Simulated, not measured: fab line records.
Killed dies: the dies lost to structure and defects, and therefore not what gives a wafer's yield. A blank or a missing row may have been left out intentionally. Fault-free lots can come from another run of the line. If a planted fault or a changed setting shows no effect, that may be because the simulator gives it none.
Tool commonality check | flow nand_harc | 12 lots and 36 wafers in the sample

## THE REASON FOR OPENING IT
On 2 of the 12 lots, a flag is raised at NHARC_A_DECK1_JOINT_THK_MEAS_17 on the reading thk_nm. Fault-free wafers read 45.0 nm, with a standard deviation of 1.2.
Rule: a lot gets a flag if all its wafers with a number sit over 4 standard deviations from that mean, or if no wafer of it has a number. As for the other lots, they are considered sound.

lot  | measured     | on            | thk_nm (nm), wafer by wafer | flag
L963 | day 12 16:22 | film_metro-02 | 43.7 44.4 48.0              |
L966 | day 14 02:13 | film_metro-02 | 44.7 47.3 45.9              |
L968 | day 14 19:20 | film_metro-02 | 43.7 46.4 44.1              |
L969 | day 15 01:25 | film_metro-01 | 43.7 44.9 46.3              |
L970 | day 15 07:50 | film_metro-01 | 45.1 44.6 45.4              |
L971 | day 15 23:07 | film_metro-01 | 46.1 44.5 46.1              |
L973 | day 16 11:43 | film_metro-01 | 43.6 42.6 43.0              |
L974 | day 17 06:29 | film_metro-01 | 45.5 47.3 45.3              |
L978 | day 18 10:23 | film_metro-02 | 46.2 45.1 45.3              |
L980 | day 19 14:05 | film_metro-02 | 51.9 52.8 52.6              | FLAGGED
L979 | day 19 14:06 | film_metro-01 | 44.4 43.9 45.4              |
L981 | day 20 03:30 | film_metro-02 | 52.8 52.5 50.4              | FLAGGED
Average over the flagged lots: 52.2 nm; offset from the usual +7.2 nm, equal to +6 standard deviations.

## WHICH TOOL EACH LOT WENT THROUGH
The record holds 4 process steps before the reading, out of a route of 1302 steps. Each cell gives the tool, then ch followed by the chambers the sampled wafers passed through, then the start.
lot  | flag    | NHARC_A_CHANNEL_FILL_D1_ALD_25   | NHARC_A_CHANNEL_FILL_D1_ETCHBACK_08           | NHARC_A_CHANNEL_FILL_D1_CMP_10 | NHARC_A_DECK1_JOINT_DEP_16
L963 |         | ald_hk-04 ch 0,2,3, day 10 15:50 | rie_diel-04 ch 0,1,3, day 11 03:11 or earlier | cmp-04 ch 1,3, day 11 03:11    | pecvd-02 ch 1,2, day 12 16:05
L966 |         | ald_hk-03 ch 0,2,3, day 11 18:49 | rie_diel-12 ch 0,1,3, day 12 08:45 or earlier | cmp-02 ch 0,1,2, day 12 08:45  | pecvd-03 ch 1,2, day 14 01:58
L968 |         | ald_hk-04 ch 0,1,3, day 12 18:41 | rie_diel-12 ch 1,2,3, day 13 06:06 or earlier | cmp-02 ch 0,1,3, day 13 06:06  | pecvd-03 ch 0,1, day 14 19:05
L969 |         | ald_hk-04 ch 0,2,3, day 13 01:37 | rie_diel-12 ch 1,2,3, day 13 12:59 or earlier | cmp-03 ch 0,1,3, day 13 12:59  | pecvd-03 ch 0,2, day 15 01:08
L970 |         | ald_hk-03 ch 2,3, day 13 09:09   | rie_diel-12 ch 1,2, day 13 20:37 or earlier   | cmp-02 ch 0,2,3, day 13 20:37  | pecvd-01 ch 0,1,2, day 15 07:33
L971 |         | ald_hk-04 ch 1,2,3, day 14 02:38 | rie_diel-04 ch 0,2,3, day 14 12:41 or earlier | cmp-02 ch 0,1,3, day 14 12:41  | pecvd-03 ch 0,1,2, day 15 22:50
L973 |         | ald_hk-04 ch 2,3, day 14 15:33   | rie_diel-12 ch 0,1,2, day 15 02:52 or earlier | cmp-02 ch 2,3, day 15 02:52    | pecvd-02 ch 0,1, day 16 11:26
L974 |         | ald_hk-02 ch 2,3, day 15 01:26   | rie_diel-04 ch 0,1,2, day 15 12:46 or earlier | cmp-02 ch 2,3, day 15 12:46    | pecvd-02 ch 0,1,2, day 17 06:12
L978 |         | ald_hk-02 ch 2,3, day 16 09:00   | rie_diel-12 ch 0,1,3, day 16 20:15 or earlier | cmp-02 ch 0,3, day 16 20:15    | pecvd-03 ch 0,1,2, day 18 10:12
L980 | FLAGGED | ald_hk-02 ch 1,2, day 17 14:23   | rie_diel-06 ch 0,1,2, day 18 01:16 or earlier | cmp-03 ch 2,3, day 18 01:16    | pecvd-03 ch 1,2, day 19 13:49
L979 |         | ald_hk-03 ch 1,2, day 17 06:17   | rie_diel-06 ch 1,2,3, day 17 21:22 or earlier | cmp-03 ch 0,1,3, day 17 21:22  | pecvd-01 ch 0,2, day 19 13:50
L981 | FLAGGED | ald_hk-04 ch 1,2,3, day 18 02:33 | rie_diel-06 ch 0,2,3, day 18 12:12 or earlier | cmp-03 ch 0,3, day 18 12:12    | pecvd-03 ch 0,1,2, day 20 03:15
What is done by these steps:
- NHARC_A_CHANNEL_FILL_D1_ALD_25: deposits SiOx, target thk 60 nm, pulse time 10 s, ald cycles 600.
- NHARC_A_CHANNEL_FILL_D1_ETCHBACK_08: etches the open film in C4F8, target depth 220 nm, time 110 s.
- NHARC_A_CHANNEL_FILL_D1_CMP_10: polishes, target thk 150 nm.
- NHARC_A_DECK1_JOINT_DEP_16: deposits SiO2, target thk 45 nm.
- NHARC_A_DECK1_JOINT_THK_MEAS_17: measures by ellipsometry.

## FLAGGED AGAINST TOTAL, ONE TOOL AT A TIME (gauges that did the reading follow at the end)
step                                | tool          | lots run | flagged | share of the flagged lots | sound lots run after its first flagged lot
NHARC_A_CHANNEL_FILL_D1_ALD_25      | ald_hk-02     | 3        | 1       | some                      | 0
NHARC_A_CHANNEL_FILL_D1_ALD_25      | ald_hk-03     | 3        | 0       | none                      | -
NHARC_A_CHANNEL_FILL_D1_ALD_25      | ald_hk-04     | 6        | 1       | some                      | 0
NHARC_A_CHANNEL_FILL_D1_ETCHBACK_08 | rie_diel-04   | 3        | 0       | none                      | -
NHARC_A_CHANNEL_FILL_D1_ETCHBACK_08 | rie_diel-06   | 3        | 2       | all                       | 0
NHARC_A_CHANNEL_FILL_D1_ETCHBACK_08 | rie_diel-12   | 6        | 0       | none                      | -
NHARC_A_CHANNEL_FILL_D1_CMP_10      | cmp-02        | 7        | 0       | none                      | -
NHARC_A_CHANNEL_FILL_D1_CMP_10      | cmp-03        | 4        | 2       | all                       | 0
NHARC_A_CHANNEL_FILL_D1_CMP_10      | cmp-04        | 1        | 0       | none                      | -
NHARC_A_DECK1_JOINT_DEP_16          | pecvd-01      | 2        | 0       | none                      | -
NHARC_A_DECK1_JOINT_DEP_16          | pecvd-02      | 3        | 0       | none                      | -
NHARC_A_DECK1_JOINT_DEP_16          | pecvd-03      | 7        | 2       | all                       | 0
NHARC_A_DECK1_JOINT_THK_MEAS_17     | film_metro-01 | 6        | 0       | none                      | -
NHARC_A_DECK1_JOINT_THK_MEAS_17     | film_metro-02 | 6        | 2       | all                       | 0
NHARC_A_CHANNEL_FILL_D1_ETCHBACK_08: start missing for some lots; hours and lot order therefore follow NHARC_A_CHANNEL_FILL_D1_CMP_10.

## WHAT THE TABLE ALLOWS
4 rows of the table ran every flagged lot: rie_diel-06 at NHARC_A_CHANNEL_FILL_D1_ETCHBACK_08, cmp-03 at NHARC_A_CHANNEL_FILL_D1_CMP_10, pecvd-03 at NHARC_A_DECK1_JOINT_DEP_16, film_metro-02 at NHARC_A_DECK1_JOINT_THK_MEAS_17.
- rie_diel-06 at NHARC_A_CHANNEL_FILL_D1_ETCHBACK_08: 2 of its 3 lots flagged. Its last sound lot is L979 (day 17 21:22), its first flagged lot L980 (day 18 01:16): a fault that began between those two fits.
- cmp-03 at NHARC_A_CHANNEL_FILL_D1_CMP_10: 2 of its 4 lots flagged. Its last sound lot is L979 (day 17 21:22), its first flagged lot L980 (day 18 01:16): a fault that began between those two fits.
- pecvd-03 at NHARC_A_DECK1_JOINT_DEP_16: 2 of its 7 lots flagged. Its last sound lot is L978 (day 18 10:12), its first flagged lot L980 (day 19 13:49): a fault that began between those two fits.
- film_metro-02 at NHARC_A_DECK1_JOINT_THK_MEAS_17: 2 of its 6 lots flagged. Its last sound lot is L978 (day 18 10:23), its first flagged lot L980 (day 19 14:05): a fault that began between those two fits.
These 4 tools cannot be told apart by counting lots, since each of them fits a fault that started at some hour. More lots, or a look at what each step does to the wafer, might.

## WHAT HAD BEEN PUT IN BY THE SIMULATOR
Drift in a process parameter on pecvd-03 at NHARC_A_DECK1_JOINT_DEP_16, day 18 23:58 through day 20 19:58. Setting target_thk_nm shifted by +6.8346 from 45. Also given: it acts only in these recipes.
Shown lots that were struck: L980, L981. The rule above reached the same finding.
